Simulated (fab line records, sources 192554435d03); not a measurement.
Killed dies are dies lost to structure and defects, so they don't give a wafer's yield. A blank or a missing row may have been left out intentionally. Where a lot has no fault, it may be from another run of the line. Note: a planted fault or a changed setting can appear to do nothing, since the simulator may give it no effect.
Comparing a struck lot with a sound one ; flow n5 finfet ; 16 out of 1938 route steps
Sound: wafers L133.2, L133.4, L133.5. Wafers struck: L142.1, L142.3, L142.6. The cause is given at the end.
Each step with rows lists, per side, the tool, then ch with its chambers, then its first start. Under that, the readings that differ: sound wafers ; struck wafers ; difference of the means ; sigmas: that difference in standard deviations of wafers without a fault.
alike: readings with means less than 2 such deviations apart, plus words and numbers identical on both sides. not compared: withheld readings, readings lacking a value on some wafer, bounds such as >300 that could conceal the same value, and numbers that have no deviation in the record and whose values overlap.
Wherever a step has rows on one side only, a row that says differs or no value, or a row with sigmas, the two part there. Numbers that don't overlap but have no deviation are shown without sigmas and don't part them. A reading missing from all wafers of one side parts the sides only when that side holds two or more wafers.

first, 2 steps without rows for these wafers: N5_SD_EPI_N_STRIP_36 (strips in N2/H2); N5_SD_EPI_N_ETCHBACK_44 (etches SiNx in CH3F/O2, stops on SiO2, target depth 14.5 nm).
N5_SD_EPI_N_ETCH_45: etches SiOCN in CH3F/O2, target depth 6 nm.
  sound on rie diel-05 ch 0,1,2, day 3 09:45; struck on rie diel-02 ch 0,2,3, day 5 19:33
  alike: drypump motor current A, oes product au, rf vpp V, showerhead plenum p Torr, throttle valve pct
  not compared: rf hours counter h
N5_SD_EPI_N_ETCH_16: etches SiO2 in CHF3/O2, target depth 5 nm.
  sound on rie diel-05 ch 0,1,2, day 3 09:51; struck on rie diel-02 ch 0,2,3, day 5 19:39
  alike: drypump motor current A, oes_f_703_au, oes product au, rf vpp V, showerhead plenum p Torr, throttle valve pct
  not compared: rf hours counter h
then, 1 step without rows for these wafers: N5_SD_EPI_N_STRIP_47 (strips in CHF3/O2).
N5_SD_EPI_N_SD_RECESS_17: chemistry HBr/Cl2/O2, target depth 41 nm, time 23.7 s, bt time 3 s.
  sound on rie si-01 ch 1,2,3, day 3 09:55; struck on rie si-01 ch 0,2,3, day 5 19:43
  alike: drypump motor current A, he backside leak sccm, oes product au, throttle valve pct
  not compared: rf hours counter h
N5_SD_EPI_N_STRIP_38: strips in N2/H2.
  sound on plasma asher-02 ch 0,1, day 3 10:01; struck on plasma asher-02 ch 0, day 5 19:49
  alike: drypump motor current A, h2 flow sccm, heater power w, oes product au
  not compared: rf hours counter h
then, 4 steps without rows for these wafers: N5_SD_EPI_N_WET_ETCH_43 (etches SiO2 in dHF, time 14 s, target depth 1.5 nm); N5_SD_EPI_N_STRIP_18 (strips in SPM, time 750 s); N5_SD_EPI_N_SRD_20 (time 30 s); N5_SD_EPI_N_PRECLEAN_48 (cleans in NF3:NH3, afs cycles 2, time 20 s, sublimation time 60 s).
N5_SD_EPI_N_VAPOR_ETCH_50: etches Si in HCl, time 54 s.
  sound on epi rpcvd-02 ch 0, day 3 10:46; struck on epi rpcvd-02 ch 0, day 5 20:32
  alike: throttle valve pct
N5_SD_EPI_N_EPI_21: deposits Si:P, time 690 s.
  sound on epi rpcvd-02 ch 0, day 3 11:11; struck on epi rpcvd-02 ch 0, day 5 20:43
N5_SD_EPI_N_EPI_MEAS_23:
  sound on film metro-02, day 3 12:38; struck on film metro-02, day 5 22:26
reading;sound;struck;difference;sigmas
thk nm (nm);58.2 58.7 57.9;53.9 52.4 54.1;-4.8;-4
then, 1 step without rows for these wafers: N5_SD_EPI_N_PRECLEAN_24 (cleans in O3/DIW, time 60 s).
-- record jumps: 5 days separate the struck wafers' starts on either side; left off in module SD_EPI_N, taken up again in module BEOL_M4, whose first shown step is the route's number 1111 --
N5_BEOL_M4_RC_MEAS_101:
  sound on prober-02 ch 0, day 8 05:06; struck on prober-01 ch 0, day 11 03:49
  alike: DIBL_N, DIBL_P, IOFF_N, IOFF_P, ION_N, ION_P, SS_N, SS_P, VT_N, VT_P

WHERE THEY PART
Only at N5_SD_EPI_N_EPI_MEAS_23, as far as this record shows. Later steps at which nothing parts them and some readings are alike: N5_BEOL_M4_RC_MEAS_101.

WHY: the cause the simulator had injected
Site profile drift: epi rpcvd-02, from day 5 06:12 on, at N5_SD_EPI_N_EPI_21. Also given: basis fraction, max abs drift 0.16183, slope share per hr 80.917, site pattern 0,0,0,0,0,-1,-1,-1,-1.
